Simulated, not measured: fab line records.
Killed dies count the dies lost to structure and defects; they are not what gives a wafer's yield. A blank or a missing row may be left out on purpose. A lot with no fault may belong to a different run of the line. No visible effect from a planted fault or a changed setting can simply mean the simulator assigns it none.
Lot-split experiment -- flow n5Finfet -- route with 1938 steps; 7 lots, 39 wafers read

THE SPLIT
At N5_HKMG_FIN_ETCH_58 (etches SOC in N2/H2, target depth 215.8 nm, time 741 s), the setting biasW was moved away from the recipe's 13 W on 9 of the 39 wafers read, by -17.0% to +9.0%. The other wafers ran this setting at the recipe's value.

The reading is taken at the split's own step.

THE READING
rfVppV, in V, at N5_HKMG_FIN_ETCH_58 (etches SOC in N2/H2, target depth 215.8 nm, time 741 s). On this fab line, fault-free wafers typically give 99.3 V with a standard deviation of 0.96 V.

wafer,"tool, chamber at the split","biasW as run, W",against the recipe,"rfVppV, V",against lot-mates on the recipe
L079.1,"rieDiel-05, 2",13,recipe,100.7,-
L079.2,"rieDiel-05, 0",13,recipe,99.5,-
L079.3,"rieDiel-05, 1",10.79,-17.0%,88.0,-12.0
L079.4,"rieDiel-05, 3",10.79,-17.0%,89.4,-10.6
L079.5,"rieDiel-05, 3",13,recipe,99.9,-
L079.6,"rieDiel-05, 0",10.79,-17.0%,89.9,-10.1
L085.1,"rieDiel-03, 3",13,recipe,99.1,-
L085.2,"rieDiel-03, 0",13,recipe,98.7,-
L085.3,"rieDiel-03, 2",13,recipe,99.4,-
L085.4,"rieDiel-03, 2",14.14,+8.8%,103.8,+4.7
L085.5,"rieDiel-03, 3",14.14,+8.8%,104.5,+5.4
L085.6,"rieDiel-03, 0",14.14,+8.8%,105.5,+6.4
L086.1,"rieDiel-03, 1",13,recipe,98.1,-
L086.2,"rieDiel-03, 3",13,recipe,100.0,-
L086.3,"rieDiel-03, 0",14.17,+9.0%,106.3,+7.4
L086.4,"rieDiel-03, 2",13,recipe,98.5,-
L086.5,"rieDiel-03, 2",14.17,+9.0%,106.1,+7.2
L086.6,"rieDiel-03, 1",14.17,+9.0%,104.4,+5.5
L087.1,"rieDiel-03, 1",13,recipe,98.4,-
L087.2,"rieDiel-03, 3",13,recipe,97.3,-
L087.3,"rieDiel-03, 2",13,recipe,99.7,-
L087.4,"rieDiel-03, 0",13,recipe,101.7,-
L087.5,"rieDiel-03, 3",13,recipe,97.7,-
L087.6,"rieDiel-03, 0",13,recipe,100.2,-
L088.1,"rieDiel-01, 3",13,recipe,97.3,-
L088.2,"rieDiel-01, 1",13,recipe,99.8,-
L088.3,"rieDiel-01, 0",13,recipe,99.5,-
L088.4,"rieDiel-01, 2",13,recipe,100.9,-
L088.5,"rieDiel-01, 1",13,recipe,99.6,-
L088.6,"rieDiel-01, 0",13,recipe,99.8,-
L092.3,"rieDiel-03, 2",13,recipe,98.5,-
L092.4,"rieDiel-03, 0",13,recipe,100.1,-
L092.6,"rieDiel-03, 0",13,recipe,100.0,-
L097.1,"rieDiel-03, 2",13,recipe,98.4,-
L097.2,"rieDiel-03, 3",13,recipe,98.3,-
L097.3,"rieDiel-03, 0",13,recipe,99.7,-
L097.4,"rieDiel-03, 1",13,recipe,99.9,-
L097.5,"rieDiel-03, 3",13,recipe,97.6,-
L097.6,"rieDiel-03, 0",13,recipe,99.3,-

FIT RESULTS
A straight line over all 39 wafers: rfVppV changes by +0.619 V for each +1% of biasW; r = +0.96; the points scatter about the line by 1.1 V.
The same after taking each lot's own level away (the mean of its wafers on the recipe; 39 wafers): +0.66 V for each +1%; r = +0.97; scatter 1 V.
According to that fit, moving biasW by its largest amount changes the reading by 11 V.
The lots' own levels span 98.87 to 100.03 V, that is 1.2 times the standard deviation above.
Consequently the slope shifts little with the lot-to-lot level, the two slopes agreeing.
Check: -10.9 V against its lot-mates is what the line predicts for one of the wafers moved furthest among these (-17.0%) when that wafer is left out of the fit. Against them it came out at -12 V.
Tool readings at the split's step, against how far the setting was moved: rfVppV r = +0.96.

OTHER SPLITS ON THESE WAFERS
These wafers also went through other splits before the reading. Each is held against what the fit with the lots' levels taken away leaves over:
other split on the same wafers,wafers away from the commonest value,r with rfVppV (lot level and that fit taken away)
N5_DUMMY_GATE_EXPOSE_12 doseMj,15,+0.04
N5_DUMMY_GATE_ETCH_31 targetDepthA,15,+0.03
N5_SD_EPI_N_ETCH_35 sourceW,15,+0.08

THE FILE'S OWN FIT
rfVppV changes by +0.659 V for each +1% of biasW, r = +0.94.
